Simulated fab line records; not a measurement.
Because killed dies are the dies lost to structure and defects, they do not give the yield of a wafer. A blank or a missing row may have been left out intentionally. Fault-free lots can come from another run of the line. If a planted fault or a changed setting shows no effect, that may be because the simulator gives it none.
The tool behind it: which one? + flow n5 finfet + 13 lots, 36 wafers sampled, at 4 steps of a route of 1938

WHAT THE GAUGES SHOWED, per wafer
The record lacks any reading of a measuring or inspecting step that a usual standard deviation could be used to judge.

EACH LOT AND THE TOOL THAT RAN IT (in order: tool; ch and the chambers of the sampled wafers; start)
| lot  | N5_HKMG_FIN_ALD_71                  | N5_PASSIVATION_STRIP_14            | N5_PASSIVATION_AL_ETCH_33         | N5_PASSIVATION_PROBE_49 |
|------|-------------------------------------|------------------------------------|-----------------------------------|-------------------------|
| L537 | ald metal-02 ch 1,3, day 4 11:12    | rie diel-01 ch 0,3, day 13 00:01   | rie metal-03 ch 0,1, day 13 01:24 | prober-02, day 13 06:20 |
| L538 | ald metal-04 ch 1,2, day 4 15:10    | rie diel-02 ch 2,3, day 13 04:48   | rie metal-02 ch 0,1, day 13 06:08 | prober-02, day 13 11:29 |
| L539 | ald metal-04 ch 0,3, day 5 00:01    | rie diel-03 ch 0,2, day 13 08:50   | rie metal-02 ch 0,1, day 13 10:01 | prober-01, day 13 14:52 |
| L541 | ald metal-04 ch 1,2, day 5 12:11    | rie diel-03 ch 0,3, day 13 04:32   | rie metal-03 ch 1, day 13 05:50   | prober-01, day 13 10:39 |
| L542 | ald metal-04 ch 0,1, day 5 20:43    | rie diel-02 ch 0,1,3, day 14 02:30 | rie metal-03 ch 0,1, day 14 04:16 | prober-02, day 14 09:16 |
| L544 | ald metal-04 ch 0,1,3, day 6 13:42  | rie diel-01 ch 1,2, day 14 17:05   | rie metal-03 ch 0,1, day 14 18:29 | prober-01, day 14 23:11 |
| L545 | ald metal-02 ch 0,2,3, day 6 19:29  | rie diel-01 ch 0,2,3, day 14 21:26 | rie metal-02 ch 0,1, day 14 23:23 | prober-01, day 15 04:22 |
| L546 | ald metal-04 ch 0,1,3, day 6 23:22  | rie diel-01 ch 0,1,2, day 15 12:06 | rie metal-02 ch 0,1, day 15 14:07 | prober-02, day 15 18:56 |
| L547 | ald metal-02 ch 0,1,3, day 6 23:47  | rie diel-03 ch 1,2,3, day 15 03:34 | rie metal-03 ch 0,1, day 15 05:07 | prober-02, day 15 09:56 |
| L550 | ald metal-02 ch 0,1,2, day 7 15:43  | rie diel-01 ch 0,1,2, day 15 08:07 | rie metal-03 ch 0,1, day 15 09:29 | prober-01, day 15 14:20 |
| L551 | ald metal-03 ch 0,1,3, day 8 05:19  | rie diel-01 ch 0,2,3, day 16 05:03 | rie metal-03 ch 1, day 16 06:44   | prober-01, day 16 11:33 |
| L557 | ald metal-04 ch 2,3, day 9 14:36    | rie diel-03 ch 0,2, day 18 04:53   | rie metal-02 ch 0,1, day 18 06:04 | prober-01, day 18 11:00 |
| L559 | ald metal-04 ch 0,2,3, day 10 03:32 | rie diel-01 ch 1,3, day 18 16:50   | rie metal-01 ch 0,1, day 18 18:44 | prober-02, day 19 00:31 |
- N5_HKMG_FIN_ALD_71: deposits TiN, target thk 1 nm, pulse time 1 s, purge time 3 s.
- N5_PASSIVATION_STRIP_14: strips in O2.
- N5_PASSIVATION_AL_ETCH_33: etches Al in Cl2/BCl3, stops on TaN, target depth 2800 nm, time 466.7 s.
- N5_PASSIVATION_PROBE_49

AS READ BY THE TOOLS THEMSELVES (means over the sampled wafers that have a number; for cases with no such wafer, the mark the record gives instead)
N5_HKMG_FIN_ALD_71. Usual: heater power w 886 W, standard deviation 57; precursor pulse height rel 0.999, standard deviation 0.02.
| lot  | tool         | heater power w (W) | precursor pulse height rel | flag |
|------|--------------|--------------------|----------------------------|------|
| L537 | ald metal-02 | 854                | 1.016                      |      |
| L538 | ald metal-04 | 930                | 1.004                      |      |
| L539 | ald metal-04 | 892                | 0.998                      |      |
| L541 | ald metal-04 | 916                | 1.007                      |      |
| L542 | ald metal-04 | 886                | 0.995                      |      |
| L544 | ald metal-04 | 911                | 1.017                      |      |
| L545 | ald metal-02 | 854                | 1.012                      |      |
| L546 | ald metal-04 | 903                | 0.996                      |      |
| L547 | ald metal-02 | 894                | 1.006                      |      |
| L550 | ald metal-02 | 917                | 1.008                      |      |
| L551 | ald metal-03 | 864                | 0.982                      |      |
| L557 | ald metal-04 | 902                | 1.011                      |      |
| L559 | ald metal-04 | 893                | 0.984                      |      |

N5_PASSIVATION_STRIP_14. Usual: drypump motor current A 5.6 A, standard deviation 0.41; oes product au 0.78 a.u., standard deviation 0.092; rf vpp V 3.6 V, standard deviation 0.89; showerhead plenum p Torr 2.08 Torr, standard deviation 0.082; throttle valve pct 16.80 %, standard deviation 0.21.
| lot  | tool        | drypump motor current A (A) | oes product au (a.u.) | rf vpp V (V) | showerhead plenum p Torr (Torr) | throttle valve pct (%) | flag |
|------|-------------|-----------------------------|-----------------------|--------------|---------------------------------|------------------------|------|
| L537 | rie diel-01 | 6.2                         | 0.69                  | 3.9          | 2.04                            | 17.00                  |      |
| L538 | rie diel-02 | 5.6                         | 0.77                  | 3.2          | 2.11                            | 16.67                  |      |
| L539 | rie diel-03 | 5.7                         | 0.79                  | 3.0          | 2.12                            | 17.00                  |      |
| L541 | rie diel-03 | 5.3                         | 0.70                  | 3.4          | 2.08                            | 17.02                  |      |
| L542 | rie diel-02 | 5.5                         | 0.79                  | 3.2          | 2.09                            | 16.70                  |      |
| L544 | rie diel-01 | 5.6                         | 0.72                  | 4.1          | 2.03                            | 16.73                  |      |
| L545 | rie diel-01 | 6.2                         | 0.70                  | 3.9          | 2.08                            | 16.89                  |      |
| L546 | rie diel-01 | 5.9                         | 0.71                  | 4.8          | 2.07                            | 16.70                  |      |
| L547 | rie diel-03 | 5.4                         | 0.84                  | 3.1          | 2.03                            | 16.82                  |      |
| L550 | rie diel-01 | 5.9                         | 0.71                  | 3.6          | 2.07                            | 16.69                  |      |
| L551 | rie diel-01 | 6.2                         | 0.78                  | 3.3          | 2.17                            | 16.73                  |      |
| L557 | rie diel-03 | 5.5                         | 0.91                  | 3.5          | 2.13                            | 16.83                  |      |
| L559 | rie diel-01 | 5.8                         | 0.84                  | 3.1          | 2.15                            | 16.90                  |      |

N5_PASSIVATION_AL_ETCH_33. Usual: drypump motor current A 5.9 A, standard deviation 0.36; oes product au 0.68 a.u., standard deviation 0.061; throttle valve pct 34.2 %, standard deviation 0.6.
| lot  | tool         | drypump motor current A (A) | oes product au (a.u.) | throttle valve pct (%) | flag |
|------|--------------|-----------------------------|-----------------------|------------------------|------|
| L537 | rie metal-03 | 6.3                         | 0.67                  | 34.0                   |      |
| L538 | rie metal-02 | 5.7                         | 0.73                  | 34.2                   |      |
| L539 | rie metal-02 | 5.7                         | 0.72                  | 34.2                   |      |
| L541 | rie metal-03 | 6.4                         | 0.61                  | 33.3                   |      |
| L542 | rie metal-03 | 6.3                         | 0.64                  | 33.8                   |      |
| L544 | rie metal-03 | 6.3                         | 0.67                  | 34.3                   |      |
| L545 | rie metal-02 | 5.6                         | 0.69                  | 34.3                   |      |
| L546 | rie metal-02 | 5.6                         | 0.69                  | 34.3                   |      |
| L547 | rie metal-03 | 6.3                         | 0.64                  | 33.7                   |      |
| L550 | rie metal-03 | 6.2                         | 0.67                  | 34.3                   |      |
| L551 | rie metal-03 | 6.4                         | 0.61                  | 33.3                   |      |
| L557 | rie metal-02 | 5.6                         | 0.67                  | 34.4                   |      |
| L559 | rie metal-01 | 5.6                         | 0.77                  | 34.8                   |      |

N5_PASSIVATION_PROBE_49. Usual: killed_at_M0_to_M3 33, standard deviation 9.9; killed_at_M4_up 15, standard deviation 5.6; killed at contacts 13, standard deviation 5.7; killed at front end 38, standard deviation 12; killed at other 4, standard deviation 3.1; killed dies 103, standard deviation 17; killed open 66, standard deviation 13; killed short 32, standard deviation 7.8.
| lot  | tool      | killed_at_M0_to_M3 | killed_at_M4_up | killed at contacts | killed at front end | killed at other | killed dies | killed open | killed short | flag |
|------|-----------|--------------------|-----------------|--------------------|---------------------|-----------------|-------------|-------------|--------------|------|
| L537 | prober-02 | 50                 | 16              | 12                 | 29                  | 5               | 112         | 66          | 44           |      |
| L538 | prober-02 | 52                 | 13              | 11                 | 33                  | 3               | 112         | 70          | 38           |      |
| L539 | prober-01 | 28                 | 26              | 10                 | 33                  | 5               | 102         | 61          | 37           |      |
| L541 | prober-01 | 27                 | 18              | 12                 | 35                  | 3               | 96          | 60          | 32           |      |
| L542 | prober-02 | 28                 | 16              | 18                 | 43                  | 2               | 107         | 67          | 34           |      |
| L544 | prober-01 | 30                 | 15              | 11                 | 26                  | 9               | 91          | 57          | 29           |      |
| L545 | prober-01 | 43                 | 15              | 12                 | 33                  | 2               | 105         | 63          | 38           |      |
| L546 | prober-02 | 32                 | 10              | 15                 | 43                  | 2               | 102         | 73          | 26           |      |
| L547 | prober-02 | 28                 | 11              | 7                  | 34                  | 1               | 81          | 50          | 28           |      |
| L550 | prober-01 | 44                 | 11              | 14                 | 31                  | 3               | 103         | 69          | 30           |      |
| L551 | prober-01 | 32                 | 13              | 7                  | 40                  | 1               | 92          | 63          | 26           |      |
| L557 | prober-01 | 25                 | 11              | 10                 | 142                 | 7               | 194         | 64          | 24           | OFF  |
| L559 | prober-02 | 24                 | 16              | 11                 | 131                 | 2               | 184         | 56          | 31           | OFF  |

THE ANSWER, worked out from the rows above alone
Rule: take the mean of a lot's wafers that have a number; if it is more than 3 standard deviations from the usual mean, the lot is off. Also off: a lot with no number at a reading for which 4 or more lots have one. Where the step has rows for the other lots, those lots are counted as sound. After the gauges, taken in route order, come the tools' own readings; for these a lot's mean is taken, as printed above. At the first step where some lot is off, the reading lying furthest off is the one used; lots without a number count as furthest.
Off: L557, L559, at N5_PASSIVATION_PROBE_49 (killed at front end).
If a tool, at that step or one of the process steps before it, ran each lot that is off and ran no sound lot following the first of them, it fits. One fits: ald metal-04 at N5_HKMG_FIN_ALD_71. Its last sound lot is L546 (day 6 23:22), its first lot that is off L557 (day 9 14:36): a fault that began between those two fits.

WHAT HAD BEEN PUT IN BY THE SIMULATOR
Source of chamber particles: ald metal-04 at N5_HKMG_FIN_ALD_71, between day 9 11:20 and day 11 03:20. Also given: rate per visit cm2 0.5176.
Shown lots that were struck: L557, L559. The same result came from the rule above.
